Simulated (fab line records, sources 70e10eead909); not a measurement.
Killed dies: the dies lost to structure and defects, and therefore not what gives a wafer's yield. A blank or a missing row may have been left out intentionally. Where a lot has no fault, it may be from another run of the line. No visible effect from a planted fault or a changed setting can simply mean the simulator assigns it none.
Matching of chambers || flow nand_harc || rie_diel-03 running NHARC_A_CONTACT_ETCH_31: 4 sister chambers
The step etches the open film in O2/COS, target depth 2800 nm, time 728 s. 18 wafers are shown with their chamber, then 8 later ones without.

## WAFERS PAIRED WITH THEIR CHAMBERS
{"wafer": "L584.1", "chamber": 3, "drypump_motor_current_A (A)": 5.67, "run_length_s (s)": 750.1, "showerhead_plenum_p_Torr (Torr)": 3.21}
{"wafer": "L584.2", "chamber": 1, "drypump_motor_current_A (A)": 5.29, "run_length_s (s)": 748.7, "showerhead_plenum_p_Torr (Torr)": 2.90}
{"wafer": "L584.5", "chamber": 0, "drypump_motor_current_A (A)": 5.70, "run_length_s (s)": 750.0, "showerhead_plenum_p_Torr (Torr)": 3.26}
{"wafer": "L585.2", "chamber": 2, "drypump_motor_current_A (A)": 5.13, "run_length_s (s)": 749.2, "showerhead_plenum_p_Torr (Torr)": 3.27}
{"wafer": "L585.5", "chamber": 1, "drypump_motor_current_A (A)": 5.31, "run_length_s (s)": 748.8, "showerhead_plenum_p_Torr (Torr)": 2.90}
{"wafer": "L585.6", "chamber": 2, "drypump_motor_current_A (A)": 5.15, "run_length_s (s)": 749.6, "showerhead_plenum_p_Torr (Torr)": 3.27}
{"wafer": "L586.2", "chamber": 2, "drypump_motor_current_A (A)": 5.16, "run_length_s (s)": 749.5, "showerhead_plenum_p_Torr (Torr)": 3.27}
{"wafer": "L586.3", "chamber": 3, "drypump_motor_current_A (A)": 5.68, "run_length_s (s)": 749.6, "showerhead_plenum_p_Torr (Torr)": 3.21}
{"wafer": "L586.5", "chamber": 0, "drypump_motor_current_A (A)": 5.65, "run_length_s (s)": 749.5, "showerhead_plenum_p_Torr (Torr)": 3.25}
{"wafer": "L592.1", "chamber": 3, "drypump_motor_current_A (A)": 5.69, "run_length_s (s)": 749.7, "showerhead_plenum_p_Torr (Torr)": 3.20}
{"wafer": "L592.2", "chamber": 1, "drypump_motor_current_A (A)": 5.32, "run_length_s (s)": 749.1, "showerhead_plenum_p_Torr (Torr)": 2.89}
{"wafer": "L600.2", "chamber": 2, "drypump_motor_current_A (A)": 5.18, "run_length_s (s)": 749.4, "showerhead_plenum_p_Torr (Torr)": 3.26}
{"wafer": "L600.4", "chamber": 3, "drypump_motor_current_A (A)": 5.70, "run_length_s (s)": 749.8, "showerhead_plenum_p_Torr (Torr)": 3.20}
{"wafer": "L600.6", "chamber": 1, "drypump_motor_current_A (A)": 5.26, "run_length_s (s)": 748.5, "showerhead_plenum_p_Torr (Torr)": 3.37}
{"wafer": "L604.2", "chamber": 0, "drypump_motor_current_A (A)": 5.65, "run_length_s (s)": 749.8, "showerhead_plenum_p_Torr (Torr)": 3.24}
{"wafer": "L604.5", "chamber": 1, "drypump_motor_current_A (A)": 5.31, "run_length_s (s)": 748.6, "showerhead_plenum_p_Torr (Torr)": 3.37}
{"wafer": "L604.6", "chamber": 0, "drypump_motor_current_A (A)": 5.67, "run_length_s (s)": 749.5, "showerhead_plenum_p_Torr (Torr)": 3.24}
{"wafer": "L602.1", "chamber": 1, "drypump_motor_current_A (A)": 5.30, "run_length_s (s)": 748.7, "showerhead_plenum_p_Torr (Torr)": 3.37}

SIGNATURES (averages over the wafers above)
{"reading": "drypump_motor_current_A", "chamber 0": 5.6675, "chamber 1": 5.2983, "chamber 2": 5.1550, "chamber 3": 5.6850, "scatter within a chamber": 0.0203}
{"reading": "run_length_s", "chamber 0": 749.700, "chamber 1": 748.733, "chamber 2": 749.425, "chamber 3": 749.800, "scatter within a chamber": 0.211}
{"reading": "showerhead_plenum_p_Torr", "chamber 0": 3.2475, "chamber 1": 3.1333, "chamber 2": 3.2675, "chamber 3": 3.2050, "scatter within a chamber": 0.155}
Rule: for a wafer and a chamber, the distance is found by dividing, reading by reading, the gap between the wafer's reading and the chamber's mean by the reading's scatter, squaring, summing and taking the root. If the next closest chamber is less than 2 further off than the closest, the wafer can't be placed; otherwise it belongs to the closest. The scatter: the root of (the sum of the squares of (reading less its chamber's mean) over the shown wafers, divided by (wafers less chambers)).

## WAFERS WITHOUT THEIR CHAMBER
{"wafer": "L602.4", "drypump_motor_current_A (A)": 5.69, "run_length_s (s)": 749.7, "showerhead_plenum_p_Torr (Torr)": 3.20}
{"wafer": "L602.6", "drypump_motor_current_A (A)": 5.68, "run_length_s (s)": 749.7, "showerhead_plenum_p_Torr (Torr)": 3.20}
{"wafer": "L605.1", "drypump_motor_current_A (A)": 5.70, "run_length_s (s)": 749.8, "showerhead_plenum_p_Torr (Torr)": 3.20}
{"wafer": "L605.3", "drypump_motor_current_A (A)": 5.61, "run_length_s (s)": 749.4, "showerhead_plenum_p_Torr (Torr)": 3.24}
{"wafer": "L605.4", "drypump_motor_current_A (A)": 5.17, "run_length_s (s)": 749.9, "showerhead_plenum_p_Torr (Torr)": 3.25}
{"wafer": "L606.1", "drypump_motor_current_A (A)": 5.62, "run_length_s (s)": 750.0, "showerhead_plenum_p_Torr (Torr)": 3.24}
{"wafer": "L606.2", "drypump_motor_current_A (A)": 5.15, "run_length_s (s)": 749.2, "showerhead_plenum_p_Torr (Torr)": 3.25}
{"wafer": "L606.5", "drypump_motor_current_A (A)": 5.34, "run_length_s (s)": 748.6, "showerhead_plenum_p_Torr (Torr)": 3.36}

## THE CHAMBER EACH PASSED THROUGH
{"wafer": "L602.4", "from the rows above": "can't be placed: 3 or 0", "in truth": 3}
{"wafer": "L602.6", "from the rows above": "can't be placed: 3 or 0", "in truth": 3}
{"wafer": "L605.1", "from the rows above": "can't be placed: 3 or 0", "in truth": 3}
{"wafer": "L605.3", "from the rows above": "can't be placed: 0 or 3", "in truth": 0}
{"wafer": "L605.4", "from the rows above": 2, "in truth": 2}
{"wafer": "L606.1", "from the rows above": "can't be placed: 0 or 3", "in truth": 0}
{"wafer": "L606.2", "from the rows above": 2, "in truth": 2}
{"wafer": "L606.5", "from the rows above": 1, "in truth": 1}
3 of 8 placed correctly. From these rows, 5 cannot be placed; in 5 the true chamber is one of the candidates. Wrongly placed: 0.
